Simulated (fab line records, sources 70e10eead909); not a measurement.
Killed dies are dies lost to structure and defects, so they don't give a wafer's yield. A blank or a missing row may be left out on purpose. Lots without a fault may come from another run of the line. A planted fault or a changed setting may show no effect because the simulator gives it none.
Which tool did it? | flow nand_harc | 24 lots, 72 wafers sampled, at 5 steps of a route of 1302

WHAT THE GAUGES READ, wafer by wafer
NHARC_A_BLC_INSPECT_12. Usual: raw_defect_count 85, standard deviation 44.
lot  | measured     | on                | raw_defect_count | flag
L075 | day 22 23:45 | defect_inspect-02 | 75 64 73         |
L074 | day 23 02:34 | defect_inspect-01 | 108 117 102      |
L076 | day 23 08:14 | defect_inspect-01 | 107 102 85       |
L078 | day 23 11:18 | defect_inspect-01 | 27 33 23         |
L077 | day 23 18:50 | defect_inspect-01 | 138 167 158      |
L079 | day 25 02:52 | defect_inspect-01 | 97 128 125       |
L080 | day 25 06:02 | defect_inspect-02 | 165 156 153      |
L081 | day 25 09:45 | defect_inspect-01 | 78 69 64         |
L082 | day 26 18:04 | defect_inspect-01 | 97 123 128       |
L084 | day 26 19:10 | defect_inspect-02 | 41 31 34         |
L083 | day 26 19:58 | defect_inspect-02 | 79 84 89         |
L085 | day 27 12:51 | defect_inspect-02 | 80 79 54         |
L086 | day 27 14:40 | defect_inspect-01 | 129 134 144      |
L087 | day 28 02:16 | defect_inspect-02 | 30 32 22         |
L089 | day 28 14:50 | defect_inspect-02 | 67 61 49         |
L088 | day 28 19:18 | defect_inspect-01 | 60 66 67         |
L092 | day 30 03:07 | defect_inspect-02 | 164 155 161      |
L090 | day 30 06:56 | defect_inspect-02 | 103 98 111       |
L091 | day 30 11:28 | defect_inspect-02 | 34 50 42         |
L095 | day 30 20:09 | defect_inspect-02 | 13 14 16         |
L093 | day 31 02:25 | defect_inspect-02 | 32 43 48         |
L094 | day 31 02:52 | defect_inspect-02 | 112 117 117      |
L096 | day 31 21:44 | defect_inspect-01 | 120 134 126      |
L097 | day 32 16:35 | defect_inspect-01 | 67 57 64         |

NHARC_A_BONDPAD_OVL_MEAS_35. Usual: overlay_x_nm -1 nm, standard deviation 6.2; overlay_y_nm 1 nm, standard deviation 5.3.
lot  | measured     | on         | overlay_x_nm (nm) | overlay_y_nm (nm) | flag
L075 | day 23 12:34 | overlay-02 | -8 -9 -9          | 1 1 1             |
L074 | day 23 15:17 | overlay-01 | 2 2 2             | -2 -2 -1          |
L076 | day 23 21:12 | overlay-01 | 4 4 4             | 0 0 -1            |
L078 | day 23 23:57 | overlay-01 | -2 -2 -2          | -1 -2 -2          |
L077 | day 24 07:37 | overlay-01 | -8 -8 -8          | -6 -5 -6          |
L079 | day 25 16:00 | overlay-02 | -14 -14 -14       | 5 5 5             |
L080 | day 25 18:59 | overlay-02 | 3 3 3             | -6 -7 -7          |
L081 | day 25 22:31 | overlay-01 | 1 2 2             | 8 8 7             |
L082 | day 27 07:20 | overlay-02 | -5 -4 -4          | 6 6 6             |
L084 | day 27 07:55 | overlay-01 | 0 1 0             | -4 -4 -4          |
L083 | day 27 09:09 | overlay-02 | -9 -9 -9          | 2 2 1             |
L085 | day 28 01:43 | overlay-02 | 9 9 9             | 0 0 0             |
L086 | day 28 03:15 | overlay-01 | 6 6 6             | 5 5 5             |
L087 | day 28 15:06 | overlay-02 | -1 -1 -1          | -2 -2 -2          |
L089 | day 29 03:45 | overlay-01 | -1 -1 -1          | 8 9 9             |
L088 | day 29 08:04 | overlay-02 | -3 -3 -3          | 10 10 11          |
L092 | day 30 15:28 | overlay-02 | -13 -13 -13       | 9 9 9             |
L090 | day 30 19:42 | overlay-01 | 2 2 2             | 3 2 2             |
L091 | day 31 00:18 | overlay-02 | 3 3 4             | -5 -6 -6          |
L095 | day 31 09:17 | overlay-02 | 2 2 2             | 2 2 2             |
L093 | day 31 15:23 | overlay-02 | 4 5 5             | -2 -2 -2          |
L094 | day 31 16:07 | overlay-01 | 3 3 3             | -7 -8 -8          |
L096 | day 32 16:02 | overlay-02 | 9 8 8             | 7 7 8             |
L097 | day 33 05:25 | overlay-02 | -6 -6 -6          | -3 -4 -3          |

WHICH TOOL RAN EACH LOT (tool, then ch and the chambers of the sampled wafers, then the start)
lot  | NHARC_A_BLC_DESCUM_15              | NHARC_A_BLC_ETCH_16                | NHARC_A_BONDPAD_DEP_00
L075 | rie_diel-06 ch 1,2, day 22 23:49   | rie_diel-06 ch 1,2,3, day 22 23:55 | pecvd-01 ch 0,1, day 23 11:16
L074 | rie_diel-06 ch 0,1, day 23 02:38   | rie_diel-06 ch 0,2,3, day 23 02:44 | pecvd-04 ch 0,1,2, day 23 13:59
L076 | rie_diel-09 ch 2,3, day 23 08:18   | rie_diel-09 ch 0,1,3, day 23 08:23 | pecvd-01 ch 0,1, day 23 19:56
L078 | rie_diel-09 ch 1,2,3, day 23 11:23 | rie_diel-09 ch 0,1,3, day 23 11:28 | pecvd-02 ch 1,2, day 23 22:38
L077 | rie_diel-06 ch 0,2, day 23 18:54   | rie_diel-06 ch 1,2,3, day 23 19:00 | pecvd-01 ch 0,1,2, day 24 06:21
L079 | rie_diel-06 ch 1,2, day 25 02:55   | rie_diel-06 ch 0,1, day 25 03:01   | pecvd-01 ch 1,2, day 25 14:41
L080 | rie_diel-09 ch 0,1,3, day 25 06:07 | rie_diel-09 ch 1,3, day 25 06:11   | pecvd-01 ch 0,1, day 25 17:47
L081 | rie_diel-09 ch 0,1,2, day 25 09:49 | rie_diel-09 ch 0,1,3, day 25 09:53 | pecvd-04 ch 0,1, day 25 21:12
L082 | rie_diel-09 ch 0,1,2, day 26 18:08 | rie_diel-09 ch 0,1,2, day 26 18:14 | pecvd-01 ch 0,2, day 27 06:01
L084 | rie_diel-01 ch 0,2,3, day 26 19:14 | rie_diel-01 ch 0,1,3, day 26 19:19 | pecvd-02 ch 0,1, day 27 06:37
L083 | rie_diel-06 ch 1,2,3, day 26 20:01 | rie_diel-06 ch 0,1,2, day 26 20:07 | pecvd-02 ch 0,1,2, day 27 07:51
L085 | rie_diel-09 ch 0,1,2, day 27 12:55 | rie_diel-09 ch 0,2, day 27 13:00   | pecvd-01 ch 1,2, day 28 00:18
L086 | rie_diel-09 ch 0,2, day 27 14:44   | rie_diel-09 ch 2,3, day 27 14:49   | pecvd-02 ch 0,2, day 28 01:59
L087 | rie_diel-01 ch 1,3, day 28 02:20   | rie_diel-01 ch 1,2,3, day 28 02:26 | pecvd-04 ch 1,2, day 28 13:58
L089 | rie_diel-09 ch 0,1,3, day 28 14:55 | rie_diel-09 ch 0,1, day 28 14:58   | pecvd-04 ch 0,1,2, day 29 02:32
L088 | rie_diel-09 ch 0,2, day 28 19:22   | rie_diel-09 ch 1,3, day 28 19:26   | pecvd-04 ch 0,1, day 29 08:04 or earlier
L092 | rie_diel-09 ch 0,2,3, day 30 03:11 | rie_diel-09 ch 0,1,2, day 30 03:16 | pecvd-02 ch 0,2, day 30 14:17
L090 | rie_diel-06 ch 0,1, day 30 06:59   | rie_diel-06 ch 0,2,3, day 30 07:05 | pecvd-04 ch 0,2, day 30 19:42 or earlier
L091 | rie_diel-06 ch 1,2, day 30 11:32   | rie_diel-06 ch 1,2,3, day 30 11:37 | pecvd-01 ch 0,2, day 30 22:58
L095 | rie_diel-09 ch 1,2,3, day 30 20:14 | rie_diel-09 ch 0,1,2, day 30 20:19 | pecvd-04 ch 0,1,2, day 31 09:17 or earlier
L093 | rie_diel-06 ch 0,3, day 31 02:29   | rie_diel-06 ch 0,2,3, day 31 02:34 | pecvd-01 ch 0,1,2, day 31 14:03
L094 | rie_diel-09 ch 0,2, day 31 02:56   | rie_diel-09 ch 1,3, day 31 03:02   | pecvd-01 ch 0,1,2, day 31 14:53
L096 | rie_diel-09 ch 1,2,3, day 31 21:48 | rie_diel-09 ch 0,2,3, day 31 21:53 | pecvd-04 ch 0,1,2, day 32 14:43
L097 | rie_diel-09 ch 0,1,3, day 32 16:39 | rie_diel-09 ch 0,1, day 32 16:46   | pecvd-01 ch 1,2, day 33 04:08
- NHARC_A_BLC_DESCUM_15: chemistry O2, time 3 s.
- NHARC_A_BLC_ETCH_16: etches the open film in CF4, target depth 39 nm, time 65 s.
- NHARC_A_BONDPAD_DEP_00: deposits SiCN, target thk 250 nm.

WHAT THE TOOLS THEMSELVES READ (means of the sampled wafers that have a number; where no wafer has one, the mark that the record gives instead)
NHARC_A_BLC_DESCUM_15. Usual: drypump_motor_current_A 5.3 A, standard deviation 0.38; mfc_ar_sccm 0.006 sccm, standard deviation 0.0088; oes_product_au 0.997 a.u., standard deviation 0.01; rf_vpp_V 57.9 V, standard deviation 0.95; showerhead_plenum_p_Torr 1.90 Torr, standard deviation 0.093; throttle_valve_pct 11.312 %, standard deviation 0.0093.
lot  | tool        | drypump_motor_current_A (A) | mfc_ar_sccm (sccm) | oes_product_au (a.u.) | rf_vpp_V (V) | showerhead_plenum_p_Torr (Torr) | throttle_valve_pct (%) | flag
L075 | rie_diel-06 | 5.5                         | 0.000              | 1.015                 | 57.3         | 1.82                            | 11.307                 |
L074 | rie_diel-06 | 5.3                         | 0.000              | 0.993                 | 58.7         | 1.79                            | 11.314                 |
L076 | rie_diel-09 | 5.3                         | 0.018              | 0.998                 | 58.2         | 1.92                            | 11.312                 |
L078 | rie_diel-09 | 5.3                         | 0.013              | 0.990                 | 58.2         | 1.91                            | 11.313                 |
L077 | rie_diel-06 | 5.4                         | 0.000              | 1.011                 | 57.8         | 1.89                            | 11.305                 |
L079 | rie_diel-06 | 5.5                         | 0.000              | 0.991                 | 56.4         | 1.82                            | 11.314                 |
L080 | rie_diel-09 | 5.4                         | 0.006              | 0.994                 | 57.8         | 1.90                            | 11.315                 |
L081 | rie_diel-09 | 5.0                         | 0.009              | 0.997                 | 58.0         | 1.95                            | 11.309                 |
L082 | rie_diel-09 | 5.0                         | 0.009              | 0.993                 | 58.5         | 1.95                            | 11.315                 |
L084 | rie_diel-01 | 5.5                         | 0.006              | 0.993                 | 58.3         | 1.93                            | 11.318                 |
L083 | rie_diel-06 | 5.5                         | 0.000              | 1.001                 | 57.7         | 1.81                            | 11.311                 |
L085 | rie_diel-09 | 5.0                         | 0.009              | 0.994                 | 57.5         | 1.95                            | 11.308                 |
L086 | rie_diel-09 | 4.8                         | 0.010              | 1.000                 | 58.8         | 2.01                            | 11.314                 |
L087 | rie_diel-01 | 5.4                         | 0.000              | 0.999                 | 57.7         | 1.92                            | 11.315                 |
L089 | rie_diel-09 | 5.4                         | 0.006              | 0.984                 | 57.0         | 1.90                            | 11.315                 |
L088 | rie_diel-09 | 4.8                         | 0.010              | 1.002                 | 58.8         | 2.01                            | 11.307                 |
L092 | rie_diel-09 | 5.0                         | 0.014              | 0.987                 | 58.3         | 1.97                            | 11.304                 |
L090 | rie_diel-06 | 5.2                         | 0.001              | 1.000                 | 56.9         | 1.82                            | 11.304                 |
L091 | rie_diel-06 | 5.5                         | 0.000              | 1.008                 | 57.8         | 1.86                            | 11.314                 |
L095 | rie_diel-09 | 5.3                         | 0.013              | 1.000                 | 58.4         | 1.91                            | 11.309                 |
L093 | rie_diel-06 | 5.4                         | 0.000              | 0.999                 | 57.3         | 1.79                            | 11.313                 |
L094 | rie_diel-09 | 4.8                         | 0.010              | 0.998                 | 57.3         | 2.01                            | 11.309                 |
L096 | rie_diel-09 | 5.3                         | 0.013              | 0.989                 | 58.3         | 1.91                            | 11.304                 |
L097 | rie_diel-09 | 5.4                         | 0.006              | 0.999                 | 57.5         | 1.90                            | 11.317                 |

NHARC_A_BLC_ETCH_16. Usual: bias_w 100.03 W, standard deviation 0.29; drypump_motor_current_A 5.3 A, standard deviation 0.39; mfc_ar_sccm 0.006 sccm, standard deviation 0.0087; oes_product_au 0.997 a.u., standard deviation 0.0091; rf_vpp_V 151.2 V, standard deviation 1.2; showerhead_plenum_p_Torr 1.75 Torr, standard deviation 0.081; throttle_valve_pct 13.284 %, standard deviation 0.0092.
lot  | tool        | bias_w (W) | drypump_motor_current_A (A) | mfc_ar_sccm (sccm) | oes_product_au (a.u.) | rf_vpp_V (V) | showerhead_plenum_p_Torr (Torr) | throttle_valve_pct (%) | flag
L075 | rie_diel-06 | 99.91      | 5.5                         | 0.000              | 1.003                 | 150.6        | 1.69                            | 13.294                 |
L074 | rie_diel-06 | 100.02     | 5.4                         | 0.000              | 0.996                 | 150.4        | 1.71                            | 13.289                 |
L076 | rie_diel-09 | 99.77      | 5.4                         | 0.006              | 0.997                 | 151.2        | 1.76                            | 13.277                 |
L078 | rie_diel-09 | 99.83      | 5.4                         | 0.006              | 0.994                 | 151.2        | 1.76                            | 13.281                 |
L077 | rie_diel-06 | 100.22     | 5.5                         | 0.000              | 1.002                 | 150.2        | 1.69                            | 13.282                 |
L079 | rie_diel-06 | 99.91      | 5.3                         | 0.000              | 0.992                 | 150.8        | 1.66                            | 13.282                 |
L080 | rie_diel-09 | 100.21     | 5.6                         | 0.009              | 0.990                 | 150.5        | 1.72                            | 13.280                 |
L081 | rie_diel-09 | 99.98      | 5.3                         | 0.006              | 0.991                 | 151.1        | 1.76                            | 13.297                 |
L082 | rie_diel-09 | 100.09     | 5.0                         | 0.009              | 1.000                 | 151.4        | 1.80                            | 13.295                 |
L084 | rie_diel-01 | 100.22     | 5.6                         | 0.003              | 0.996                 | 152.4        | 1.78                            | 13.283                 |
L083 | rie_diel-06 | 100.08     | 5.4                         | 0.000              | 1.004                 | 150.9        | 1.70                            | 13.287                 |
L085 | rie_diel-09 | 99.66      | 4.8                         | 0.010              | 1.004                 | 152.8        | 1.85                            | 13.286                 |
L086 | rie_diel-09 | 100.10     | 5.3                         | 0.018              | 1.000                 | 151.2        | 1.78                            | 13.282                 |
L087 | rie_diel-01 | 99.70      | 5.8                         | 0.003              | 1.000                 | 151.7        | 1.82                            | 13.289                 |
L089 | rie_diel-09 | 99.94      | 5.1                         | 0.002              | 1.001                 | 151.1        | 1.79                            | 13.292                 |
L088 | rie_diel-09 | 99.92      | 5.6                         | 0.009              | 0.999                 | 150.5        | 1.72                            | 13.286                 |
L092 | rie_diel-09 | 100.02     | 5.0                         | 0.009              | 0.989                 | 152.3        | 1.80                            | 13.291                 |
L090 | rie_diel-06 | 100.00     | 5.4                         | 0.000              | 1.007                 | 151.0        | 1.70                            | 13.284                 |
L091 | rie_diel-06 | 100.03     | 5.5                         | 0.000              | 1.005                 | 149.5        | 1.68                            | 13.276                 |
L095 | rie_diel-09 | 100.38     | 5.0                         | 0.009              | 1.003                 | 152.4        | 1.80                            | 13.285                 |
L093 | rie_diel-06 | 100.38     | 5.4                         | 0.000              | 1.001                 | 151.5        | 1.70                            | 13.278                 |
L094 | rie_diel-09 | 100.44     | 5.6                         | 0.005              | 0.994                 | 150.6        | 1.70                            | 13.275                 |
L096 | rie_diel-09 | 100.32     | 5.0                         | 0.014              | 0.994                 | 151.6        | 1.81                            | 13.279                 |
L097 | rie_diel-09 | 99.86      | 5.1                         | 0.002              | 0.997                 | 151.3        | 1.79                            | 13.276                 |

NHARC_A_BONDPAD_DEP_00. Usual: heater_power_w 637 W, standard deviation 71.
lot  | tool     | heater_power_w (W) | flag
L075 | pecvd-01 | 616                |
L074 | pecvd-04 | 678                |
L076 | pecvd-01 | 667                |
L078 | pecvd-02 | 700                |
L077 | pecvd-01 | 621                |
L079 | pecvd-01 | 579                |
L080 | pecvd-01 | 612                |
L081 | pecvd-04 | 650                |
L082 | pecvd-01 | 549                |
L084 | pecvd-02 | 665                |
L083 | pecvd-02 | 696                |
L085 | pecvd-01 | 639                |
L086 | pecvd-02 | 650                |
L087 | pecvd-04 | 650                |
L089 | pecvd-04 | 686                |
L088 | pecvd-04 | 617                |
L092 | pecvd-02 | 665                |
L090 | pecvd-04 | 679                |
L091 | pecvd-01 | 582                |
L095 | pecvd-04 | 646                |
L093 | pecvd-01 | 611                |
L094 | pecvd-01 | 624                |
L096 | pecvd-04 | 641                |
L097 | pecvd-01 | 616                |

THE ANSWER, worked out from the rows above alone
Rule: a lot is off if the mean of its wafers that have a number lies more than 3 standard deviations from the usual mean. A lot without any number at a reading at which 4 lots or more have one is off too. The other lots that the step has rows for count as sound. The gauges are gone through in route order, then the tools' own readings, and for those a lot's mean is taken as printed above. The first step at which some lot is off is used, and at that step the reading that is off furthest; a lot without a number counts as furthest.
No lot is off at any reading shown: from this, nothing can be told.

WHAT THE SIMULATOR HAD PUT IN
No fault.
